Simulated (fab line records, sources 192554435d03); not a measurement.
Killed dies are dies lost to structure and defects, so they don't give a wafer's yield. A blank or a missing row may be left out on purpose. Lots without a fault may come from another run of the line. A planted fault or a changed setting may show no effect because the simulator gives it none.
A struck lot beside a sound one | flow n5_finfet | 16 steps out of a route of 1938
Sound: wafers L621.3, L621.4, L621.5. Struck: wafers L625.3, L625.4, L625.5. The cause comes at the end.
At each step with rows: each side's tool, then ch and its chambers, then its first start. Under that, the readings that differ: sound wafers | struck wafers | difference of the means | sigmas: that difference in standard deviations of wafers without a fault.
alike: readings whose means differ by less than 2 such deviations, and words and numbers that are the same on both sides. not compared: withheld readings, readings that some wafer has no value for, bounds like >300 that may hide the same value, and numbers for which the record gives no deviation and whose values overlap.
The two part at a step that has a row with sigmas, a row that says differs or no value, or rows on one side only. Numbers that don't overlap but have no deviation are shown without sigmas and don't part them. A reading that every wafer of one side lacks parts them only if that side has two wafers or more.

N5_MOL_CONTACT_COAG_ETCH_15: etches SiNx in CH3F/O2, stops on Si:P, target depth 7 nm.
  sound on rie_diel-04 ch 1,2, day 6 01:14; struck on rie_diel-05 ch 0,1, day 6 23:47
  alike: drypump_motor_current_A, oes_product_au, rf_fwd_power_W, rf_vpp_V, showerhead_plenum_p_Torr, throttle_valve_pct
  not compared: rf_hours_counter_h
N5_MOL_CONTACT_COAG_ETCH_110: etches Si in CF4/O2, target depth 2.5 nm, time 8 s.
  sound on rie_diel-04 ch 1,2, day 6 01:18; struck on rie_diel-05 ch 0,1, day 6 23:51
  alike: cf4_flow_sccm, drypump_motor_current_A, oes_product_au, rf_fwd_power_W, rf_vpp_V, showerhead_plenum_p_Torr, throttle_valve_pct
  not compared: rf_hours_counter_h
N5_MOL_CONTACT_COAG_STRIP_98: strips in N2/H2.
  sound on rie_diel-04 ch 1,2, day 6 01:21; struck on rie_diel-05 ch 0,1, day 6 23:54
  alike: bias_power_w, drypump_motor_current_A, oes_product_au, rf_vpp_V, showerhead_plenum_p_Torr, throttle_valve_pct
  not compared: rf_hours_counter_h
N5_MOL_CONTACT_COAG_CD_MEAS_99: target cd 17.2 nm.
  sound on cd_sem-03, day 6 01:25; struck on cd_sem-03, day 6 23:58
  alike: cd_nm
then, 2 steps without rows for these wafers: N5_MOL_CONTACT_COAG_IMPLANT_129; N5_MOL_CONTACT_COAG_PRECLEAN_111 (cleans in NF3:NH3, afs cycles 1, time 20 s, sublimation time 60 s).
N5_MOL_CONTACT_COAG_TI_SIL_19: material Ti, target thk 4.2 nm, time 15 s.
  sound on pvd_sputter-03, day 6 03:36; struck on pvd_sputter-03, day 7 00:34
  alike: throttle_valve_pct
then, 5 steps without rows for these wafers: N5_MOL_CONTACT_COAG_ALD_20 (deposits TiN, target thk 1.5 nm, pulse time 1 s, purge time 3 s); N5_MOL_CONTACT_COAG_SIL_ANNEAL_21 (time 60 s); N5_MOL_CONTACT_COAG_PRE_CLEAN_141 (time 60 s); N5_MOL_CONTACT_COAG_SPUTTER_143 (material Co, target thk 2.5 nm); N5_MOL_CONTACT_COAG_CO_FILL_22 (material Co, precursor CCTBA/H2, target thk 20 nm).
N5_MOL_CONTACT_COAG_ANNEAL_113: time 300 s.
  sound on rtp_anneal-01 ch 0, day 6 07:23; struck on rtp_anneal-01, day 7 03:25
  no value came back on the struck wafers for any of 5 readings (anneal_temp_c (C), anneal_temp_c_max and others); on the sound wafers anneal_temp_c (C) reads 400.03 400.12 399.81
N5_MOL_CONTACT_COAG_PRE_CLEAN_142: time 60 s.
  sound on pvd_sputter-01, day 6 09:52; struck on pvd_sputter-02, day 7 05:19
  alike: heater_power_w
-- the record jumps here: 3 days lie between the struck wafers' starts before and after (it left off in module MOL_CONTACT_COAG and takes up again in module BEOL_M4, whose first step shown is number 1111 of the route) --
N5_BEOL_M4_RC_MEAS_101:
  sound on prober-01 ch 0, day 9 08:49; struck on prober-01 ch 0, day 10 02:50
  reading        | sound          | struck         | difference | sigmas
  DIBL_N (mV/V)  | 33.9 36.0 33.7 | 39.5 37.6 37.3 | +3.6       | +2
  IOFF_N (nA/um) | 0.12 0.15 0.12 | 0.23 0.19 0.19 | +0.07      | +2
  SS_P (mV/dec)  | 73.0 73.7 72.1 | 74.5 74.2 74.7 | +1.5       | +2
  alike: DIBL_P, IOFF_P, ION_N, ION_P, SS_N, VT_N, VT_P
-- the record jumps here: 4 days lie between the struck wafers' starts before and after (it left off in module BEOL_M4 and takes up again in module PASSIVATION, whose first step shown is number 1936 of the route) --
N5_PASSIVATION_PROBE_49:
  the record has rows for the struck wafers here (prober-02, day 14 13:52) and none for the sound ones

WHERE THEY PART
First at N5_MOL_CONTACT_COAG_ANNEAL_113; last, within this record, at N5_PASSIVATION_PROBE_49.

WHY: what the simulator had put in
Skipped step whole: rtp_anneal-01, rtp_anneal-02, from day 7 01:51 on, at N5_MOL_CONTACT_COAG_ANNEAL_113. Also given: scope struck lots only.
